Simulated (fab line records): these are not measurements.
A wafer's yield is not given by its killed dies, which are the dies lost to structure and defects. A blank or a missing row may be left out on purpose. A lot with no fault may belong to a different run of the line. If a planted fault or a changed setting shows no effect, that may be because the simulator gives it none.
Matching of chambers || flow n5_finfet || N5_BEOL_M7_ETCH_65 on rie_diel-04: 4 sister chambers
The step etches SiARC in CF4, target depth 15.6 nm, time 26 s. 4 wafers are shown with their chamber, then 12 later ones without.

== WAFERS PAIRED WITH THEIR CHAMBERS ==
{"wafer": "L086.4", "chamber": 2, "showerhead_plenum_p_Torr (Torr)": 2.11}
{"wafer": "L088.3", "chamber": 1, "showerhead_plenum_p_Torr (Torr)": 2.04}
{"wafer": "L088.5", "chamber": 0, "showerhead_plenum_p_Torr (Torr)": 2.02}
{"wafer": "L088.6", "chamber": 3, "showerhead_plenum_p_Torr (Torr)": 2.06}

== WAFERS WITH NO CHAMBER GIVEN ==
{"wafer": "L092.1", "showerhead_plenum_p_Torr (Torr)": 2.02}
{"wafer": "L092.3", "showerhead_plenum_p_Torr (Torr)": 2.04}
{"wafer": "L092.6", "showerhead_plenum_p_Torr (Torr)": 2.05}
{"wafer": "L091.1", "showerhead_plenum_p_Torr (Torr)": 2.05}
{"wafer": "L091.2", "showerhead_plenum_p_Torr (Torr)": 2.04}
{"wafer": "L091.3", "showerhead_plenum_p_Torr (Torr)": 2.11}
{"wafer": "L091.4", "showerhead_plenum_p_Torr (Torr)": 2.11}
{"wafer": "L091.5", "showerhead_plenum_p_Torr (Torr)": 2.04}
{"wafer": "L091.6", "showerhead_plenum_p_Torr (Torr)": 2.05}
{"wafer": "L097.1", "showerhead_plenum_p_Torr (Torr)": 2.05}
{"wafer": "L097.3", "showerhead_plenum_p_Torr (Torr)": 2.04}
{"wafer": "L097.5", "showerhead_plenum_p_Torr (Torr)": 2.05}

== CHAMBER TAKEN BY EACH ==
{"wafer": "L092.1", "from the rows above": 0, "in truth": 0}
{"wafer": "L092.3", "from the rows above": 1, "in truth": 1}
{"wafer": "L092.6", "from the rows above": "can't be placed: 1 or 3", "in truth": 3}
{"wafer": "L091.1", "from the rows above": "can't be placed: 1 or 3", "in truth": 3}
{"wafer": "L091.2", "from the rows above": 1, "in truth": 1}
{"wafer": "L091.3", "from the rows above": 2, "in truth": 2}
{"wafer": "L091.4", "from the rows above": 2, "in truth": 2}
{"wafer": "L091.5", "from the rows above": 1, "in truth": 1}
{"wafer": "L091.6", "from the rows above": "can't be placed: 1 or 3", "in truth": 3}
{"wafer": "L097.1", "from the rows above": "can't be placed: 1 or 3", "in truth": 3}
{"wafer": "L097.3", "from the rows above": 1, "in truth": 1}
{"wafer": "L097.5", "from the rows above": "can't be placed: 1 or 3", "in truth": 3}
7 of 12 placed correctly. Not placeable from these rows: 5 (in 5, the candidates include the true chamber). Wrongly placed: 0.
How it was worked out, from the rows above alone: a wafer's distance from a chamber is the root of the sum, over the readings, of the square of ((its reading less the chamber's mean) divided by the reading's scatter). If the next closest chamber is less than 2 further off than the closest, the wafer can't be placed; otherwise it belongs to the closest. A chamber's mean is the mean of its shown wafers. The scatter: root of mean squared gap, hidden wafer to nearest shown wafer, with one shown wafer a chamber.
